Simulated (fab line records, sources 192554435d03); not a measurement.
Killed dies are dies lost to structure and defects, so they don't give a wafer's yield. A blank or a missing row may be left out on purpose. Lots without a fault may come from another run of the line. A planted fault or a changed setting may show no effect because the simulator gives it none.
Chamber matching | flow n5_finfet | N5_BEOL_M0_CUTY_DESCUM_61 on rie_diel-04: 4 sister chambers
The step chemistry O2, time 7.9 s. 14 wafers are shown with their chamber, then 7 later ones without.

WAFERS WITH THEIR CHAMBER
wafer  | chamber | showerhead_plenum_p_Torr (Torr) | throttle_valve_pct (%) | oes_product_au (a.u.)
L084.1 | 3       | 2.07                            | 20.12                  | 0.75
L084.3 | 2       | 2.04                            | 20.14                  | 0.84
L084.6 | 1       | 2.13                            | 20.50                  | 0.71
L085.1 | 2       | 2.04                            | 20.16                  | 0.83
L085.2 | 3       | 2.07                            | 20.13                  | 0.73
L085.6 | 3       | 2.07                            | 20.14                  | 0.74
L086.3 | 2       | 2.03                            | 20.15                  | 0.84
L086.4 | 3       | 2.07                            | 20.15                  | 0.74
L086.5 | 0       | 2.22                            | 20.11                  | 0.92
L087.3 | 2       | 2.03                            | 20.16                  | 0.83
L087.5 | 2       | 2.03                            | 20.17                  | 0.84
L087.6 | 0       | 2.22                            | 20.10                  | 0.94
L089.1 | 2       | 2.03                            | 20.17                  | 0.83
L089.3 | 0       | 2.21                            | 20.12                  | 0.92

SIGNATURES (means of the wafers above)
reading                  | chamber 0 | chamber 1 | chamber 2 | chamber 3 | scatter within a chamber
showerhead_plenum_p_Torr | 2.2167    | 2.1300    | 2.0333    | 2.0700    | 0.00447
throttle_valve_pct       | 20.1100   | 20.5000   | 20.1583   | 20.1350   | 0.0118
oes_product_au           | 0.9267    | 0.7100    | 0.8350    | 0.7400    | 0.00785
Rule: a wafer's distance from a chamber is the root of the sum, over the readings, of the square of ((its reading less the chamber's mean) divided by the reading's scatter). The wafer belongs to the nearest chamber; if the next one is less than 2 further off, it can't be placed. The scatter: the root of (the sum of the squares of (reading less its chamber's mean) over the shown wafers, divided by (wafers less chambers)).

WAFERS WITHOUT THEIR CHAMBER
wafer  | showerhead_plenum_p_Torr (Torr) | throttle_valve_pct (%) | oes_product_au (a.u.)
L089.4 | 2.07                            | 20.14                  | 0.74
L092.2 | 2.07                            | 20.16                  | 0.72
L092.5 | 2.03                            | 20.17                  | 0.81
L092.6 | 2.21                            | 20.12                  | 0.89
L097.1 | 2.02                            | 20.20                  | 0.79
L097.2 | 2.13                            | 20.50                  | 0.71
L097.3 | 2.06                            | 20.17                  | 0.71

WHICH CHAMBER EACH WENT THROUGH
wafer  | from the rows above | in truth
L089.4 | 3                   | 3
L092.2 | 3                   | 3
L092.5 | 2                   | 2
L092.6 | 0                   | 0
L097.1 | 2                   | 2
L097.2 | 1                   | 1
L097.3 | 3                   | 3
Placed correctly: 7 of 7. Can't be placed from these rows: 0. Placed wrongly: 0.
